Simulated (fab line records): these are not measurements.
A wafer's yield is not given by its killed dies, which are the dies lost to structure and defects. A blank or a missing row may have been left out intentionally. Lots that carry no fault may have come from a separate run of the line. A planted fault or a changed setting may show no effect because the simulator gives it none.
Comparing a struck lot with a sound one	flow nand_harc	45 steps out of a route of 1302
Sound: the wafers L539.3, L539.5, L539.6. Struck: wafer L553.1. The cause is named last.
Each step with rows lists, per side, the tool, then ch with its chambers, then its first start. Under that, the readings that differ: sound wafers	struck wafers	difference of the means	sigmas: that difference in standard deviations of wafers without a fault.
alike: readings whose means differ by less than 2 such deviations, and words and numbers that are the same on both sides. not compared: withheld readings, readings that some wafer has no value for, bounds like >300 that may hide the same value, and numbers for which the record gives no deviation and whose values overlap.
The two part at a step that has a row with sigmas, a row that says differs or no value, or rows on one side only. Numbers that have no deviation but don't overlap get no sigmas and don't part them. Lack of a reading on every wafer of one side parts them only where that side has two or more wafers.

first, 6 steps without rows for these wafers: NHARC_P_GATE_COAT_20 (resist thk 90 nm); NHARC_P_GATE_SOFTBAKE_21 (time 55 s); NHARC_P_GATE_EBR_22; NHARC_P_GATE_EXPOSE_23 (exposes mask P GATE, target cd 120 nm); NHARC_P_GATE_PEB_24 (peb time 65 s); NHARC_P_GATE_DEVELOP_25 (develop time 35 s).
NHARC_P_GATE_CD_MEAS_26: the cd target is 120 nm.
  sound on cd_sem-03 ch 0, day 7 11:17; struck on cd_sem-02 ch 0, day 13 15:30
reading	sound	struck	difference	sigmas
cd_nm (nm)	119.1 118.5 118.4	120.1	+1.4	+2
NHARC_P_GATE_OVL_MEAS_27:
  sound: overlay-02 at day 7 11:22; struck: overlay-02 at day 13 15:35
reading	sound	struck	difference	sigmas
overlay_y_nm (nm)	-0.2 0.2 -0.1	1.9	+1.9	+2
  alike: overlay_x_nm
NHARC_P_GATE_INSPECT_28:
  sound: defect_inspect-01 at day 7 11:25; struck: defect_inspect-02 at day 13 15:37
  alike: raw_defect_count
then, 1 step without rows for these wafers: NHARC_P_GATE_DESCUM_31 (chemistry O2, time 3 s).
NHARC_P_GATE_ETCH_104: etches the open film in CF4/CHF3, target depth 60 nm.
  sound on rie_diel-07 ch 1,2, day 7 11:34; struck on rie_diel-07 ch 0, day 13 15:47
reading	sound	struck	difference	sigmas
drypump_motor_current_A (A)	6.0 6.0 5.6	5.1	-0.8	-2
  alike: bias_w, oes_product_au, rf_vpp_V, showerhead_plenum_p_Torr, throttle_valve_pct
NHARC_P_GATE_HM_OPEN_105: chemistry O2/COS, target depth 360 nm.
  sound: rie_diel-07 ch 1,2,3; struck: rie_diel-07 ch 0
reading	sound	struck	difference	sigmas
drypump_motor_current_A (A)	5.6 6.4 6.0	5.1	-0.9	-2
rf_vpp_V (V)	466.8 463.6 468.7	473.9	+7.5	+3
showerhead_plenum_p_Torr (Torr)	3.01 2.99 3.21	3.33	+0.26	+2
throttle_valve_pct (%)	28.331 28.339 28.343	28.316	-0.022	-2
  alike: bias_w, oes_product_au
  not compared: rf_hours_counter_h
NHARC_P_GATE_STRIP_106: strips in O2/COS.
  sound on rie_diel-07 ch 0,1,2, day 7 11:00; struck on rie_diel-07 ch 3, day 13 16:00
then, 3 steps without rows for these wafers: NHARC_P_GATE_ETCH_114 (etches the open film in CF4/O2, target depth 30 nm, overetch 3 nm, time 16.5 s); NHARC_P_GATE_ETCH_32 (etches the open film in HBr/Cl2, target depth 150 nm, time 100.1 s); NHARC_P_GATE_STRIP_108 (strips in O2).
NHARC_P_GATE_CD_MEAS_33:
  sound: cd_sem-03 at day 7 12:19; struck: cd_sem-03 at day 13 16:29
  alike: cd_nm
then, 5 steps without rows for these wafers: NHARC_P_GATE_STRIP_35 (strips in SPM, time 600 s); NHARC_P_GATE_PRECLEAN_73 (cleans in SC1); NHARC_P_GATE_SRD_74; NHARC_P_GATE_ALD_36 (deposits SiNx, target thk 20 nm, pulse time 60 s, ald cycles 223); NHARC_P_GATE_ETCHBACK_37 (etches the open film in CHF3/O2, target depth 34.5 nm, time 17.2 s).
NHARC_P_GATE_STRIP_101: strips in O2, time 20 s.
  sound on rie_diel-02 ch 0,2,3, day 8 00:28; struck on rie_diel-01 ch 3, day 14 02:30
  alike: drypump_motor_current_A, oes_product_au, rf_vpp_V, showerhead_plenum_p_Torr, throttle_valve_pct
  not compared: rf_hours_counter_h
then, 12 steps without rows for these wafers: NHARC_P_GATE_PRECLEAN_97 (cleans in SPM, time 600 s); NHARC_P_GATE_SRD_98; NHARC_P_GATE_PRECLEAN_99 (cleans in SC1); NHARC_P_GATE_SRD_100; NHARC_P_GATE_DEHYDRATE_38 (time 120 s); NHARC_P_GATE_HMDS_39 (time 30 s); NHARC_P_GATE_COAT_40; NHARC_P_GATE_SOFTBAKE_41 (time 95 s); NHARC_P_GATE_EBR_42; NHARC_P_GATE_EXPOSE_43 (exposes mask P NSD, target cd 720 nm); NHARC_P_GATE_PEB_44 (peb time 85 s); NHARC_P_GATE_DEVELOP_45 (time 70 s).
NHARC_P_GATE_CD_MEAS_46: the cd target is 720 nm.
  sound on cd_sem-02 ch 0, day 8 01:16; struck on cd_sem-01 ch 0, day 14 03:25
  alike: cd_nm
then, 1 step without rows for these wafers: NHARC_P_GATE_HARDBAKE_47 (time 80 s).
NHARC_P_GATE_DESCUM_48: chemistry O2, time 3 s.
  sound on rie_diel-02 ch 1,2, day 8 01:25; struck on rie_diel-01 ch 3, day 14 03:36
  alike: drypump_motor_current_A, oes_product_au, rf_vpp_V, showerhead_plenum_p_Torr, throttle_valve_pct
  not compared: rf_hours_counter_h
following that, these wafers have no rows for 1 step: NHARC_P_GATE_IMPLANT_49.
NHARC_P_GATE_STRIP_111: strips in N2/H2, time 250 s.
  sound on plasma_asher-02 ch 0,1, day 8 01:56; struck on plasma_asher-02 ch 0, day 14 04:01
reading	sound	struck	difference	sigmas
rf_hours_counter_h (h)	- - -	4	no value on the sound wafers	
  alike: drypump_motor_current_A, heater_power_w
then, 2 steps without rows for these wafers: NHARC_P_GATE_STRIP_75 (strips in O2); NHARC_P_GATE_STRIP_50 (strips in SPM, time 900 s).
NHARC_P_GATE_INSPECT_68:
  sound: defect_inspect-02 at day 8 07:40; struck: defect_inspect-02 at day 14 10:02
reading	sound	struck	difference	sigmas
raw_defect_count	178 239 165	1617	+1423	+16
  not compared: hold
NHARC_P_CONTACT_DEP_30: deposits SiNx, target thk 30 nm.
  sound on pecvd-01 ch 0,1,2, day 8 07:49; struck on pecvd-03 ch 2, day 14 12:41
reading	sound	struck	difference	sigmas
hold	- - -	await_dispo/2.4h/release	no value on the sound wafers	
  alike: heater_power_outer_w, heater_power_w
-- record jumps: 19 days between struck wafers' starts before vs after; left off in module P_CONTACT, resumes in module END, first step shown is number 1302 of the route --
NHARC_END_SORT_01:
  only the struck wafers appear in the record here, on prober-02 ch 0 at day 33 13:31; the sound ones have no rows

## WHERE THEY PART
First at NHARC_P_GATE_CD_MEAS_26; last, within this record, at NHARC_END_SORT_01.

WHY: what had been put in by the simulator
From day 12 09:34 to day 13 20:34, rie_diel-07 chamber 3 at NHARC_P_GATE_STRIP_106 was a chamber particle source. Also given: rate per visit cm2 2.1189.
